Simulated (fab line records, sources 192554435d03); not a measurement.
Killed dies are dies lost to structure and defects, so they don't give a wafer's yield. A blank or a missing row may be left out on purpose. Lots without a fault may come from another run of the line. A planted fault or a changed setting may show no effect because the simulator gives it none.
A struck lot beside a sound one | flow n5_finfet | 17 steps out of a route of 1938
Sound: wafers L121.2, L121.4, L121.5. Struck: wafers L132.1, L132.4, L132.5. The cause comes at the end.
At each step with rows: each side's tool, then ch and its chambers, then its first start. Under that, the readings that differ: sound wafers | struck wafers | difference of the means | sigmas: that difference in standard deviations of wafers without a fault.
alike: readings whose means differ by less than 2 such deviations, and words and numbers that are the same on both sides. not compared: withheld readings, readings that some wafer has no value for, bounds like >300 that may hide the same value, and numbers for which the record gives no deviation and whose values overlap.
The two part at a step that has a row with sigmas, a row that says differs or no value, or rows on one side only. Numbers that don't overlap but have no deviation are shown without sigmas and don't part them. A reading that every wafer of one side lacks parts them only if that side has two wafers or more.

first, 1 step without rows for these wafers: N5_SD_EPI_P_STRIP_38 (strips in N2/H2).
N5_SD_EPI_P_ETCHBACK_46: etches SiNx in CH3F/O2, stops on SiO2, target depth 17.5 nm.
  sound on rie_diel-03 ch 0,2, day 3 22:59; struck on rie_diel-02 ch 0,1, day 6 19:19
  alike: drypump_motor_current_A, oes_ar_750_au, oes_o_777_au, oes_product_au, rf_fwd_power_W, rf_vpp_V, showerhead_plenum_p_Torr, throttle_valve_pct
  not compared: rf_hours_counter_h
N5_SD_EPI_P_ETCH_47: etches SiOCN in CH3F/O2, target depth 25 nm.
  sound on rie_diel-03 ch 0,2, day 3 23:08; struck on rie_diel-02 ch 0,1, day 6 19:25
  alike: drypump_motor_current_A, oes_ar_750_au, oes_o_777_au, oes_product_au, rf_fwd_power_W, rf_vpp_V, showerhead_plenum_p_Torr, throttle_valve_pct
  not compared: rf_hours_counter_h
N5_SD_EPI_P_ETCH_16: etches SiO2 in CHF3/O2, target depth 5 nm.
  sound on rie_diel-03 ch 0,2, day 3 23:17; struck on rie_diel-02 ch 0,1, day 6 19:31
  alike: drypump_motor_current_A, oes_ar_750_au, oes_o_777_au, oes_product_au, rf_fwd_power_W, rf_vpp_V, showerhead_plenum_p_Torr, throttle_valve_pct
  not compared: rf_hours_counter_h
then, 1 step without rows for these wafers: N5_SD_EPI_P_STRIP_50 (strips in CHF3/O2).
N5_SD_EPI_P_SD_RECESS_17: chemistry HBr/Cl2/O2, target depth 39.1 nm, bt time 3 s.
  sound on rie_si-01 ch 1,3, day 3 23:23; struck on rie_si-06 ch 0,3, day 6 19:35
  reading               | sound             | struck            | difference | sigmas
  oes_product_au (a.u.) | 0.993 0.965 0.964 | 0.971 1.024 1.031 | +0.035     | +2
  alike: drypump_motor_current_A, oes_o_777_au, rf_fwd_power_W, throttle_valve_pct
  not compared: rf_hours_counter_h
then, 1 step without rows for these wafers: N5_SD_EPI_P_WET_ETCH_45 (etches SiO2 in dHF, time 10.7 s, target depth 2 nm, rinse time 30 s).
N5_SD_EPI_P_STRIP_40: strips in N2/H2.
  sound on plasma_asher-01 ch 0,1, day 3 23:32; struck on plasma_asher-02 ch 0,1, day 6 19:44
  alike: drypump_motor_current_A, heater_power_w, oes_product_au
  not compared: rf_hours_counter_h
then, 4 steps without rows for these wafers: N5_SD_EPI_P_PRECLEAN_52 (cleans in O3/DIW, time 60 s); N5_SD_EPI_P_SRD_20 (time 30 s); N5_SD_EPI_P_PRECLEAN_51 (cleans in NF3:NH3, afs cycles 1, time 20 s, sublimation time 60 s); N5_SD_EPI_P_VAPOR_ETCH_44 (etches SiGe30 in NF3/Ar, time 3.3 s).
N5_SD_EPI_P_EPI_21: deposits SiGe:B, time 355 s.
  sound on epi_rpcvd-01 ch 0, day 4 00:38; struck on epi_rpcvd-01 ch 0, day 6 20:18
N5_SD_EPI_P_EPI_MEAS_23:
  sound on film_metro-02, day 4 03:05; struck on film_metro-02, day 6 22:30
  reading     | sound          | struck         | difference | sigmas
  thk_nm (nm) | 61.9 59.6 61.4 | 47.7 47.6 49.6 | -12.7      | -11
then, 1 step without rows for these wafers: N5_SD_EPI_P_HM_STRIP_48 (strips SiNx in H3PO4, material SiNx, target depth 3 nm).
-- the record jumps here: 5 days lie between the struck wafers' starts before and after (it left off in module SD_EPI_P and takes up again in module BEOL_M4, whose first step shown is number 1111 of the route) --
N5_BEOL_M4_RC_MEAS_101:
  sound on prober-02 ch 0, day 8 21:43; struck on prober-02 ch 0, day 11 17:36
  alike: DIBL_N, DIBL_P, IOFF_N, IOFF_P, ION_N, ION_P, SS_N, SS_P, VT_N, VT_P
then, 1 step without rows for these wafers: N5_PASSIVATION_PROBE_49.

WHERE THEY PART
First at N5_SD_EPI_P_SD_RECESS_17; last, within this record, at N5_SD_EPI_P_EPI_MEAS_23. Later steps at which nothing parts them and some readings are alike: N5_BEOL_M4_RC_MEAS_101.

WHY: what the simulator had put in
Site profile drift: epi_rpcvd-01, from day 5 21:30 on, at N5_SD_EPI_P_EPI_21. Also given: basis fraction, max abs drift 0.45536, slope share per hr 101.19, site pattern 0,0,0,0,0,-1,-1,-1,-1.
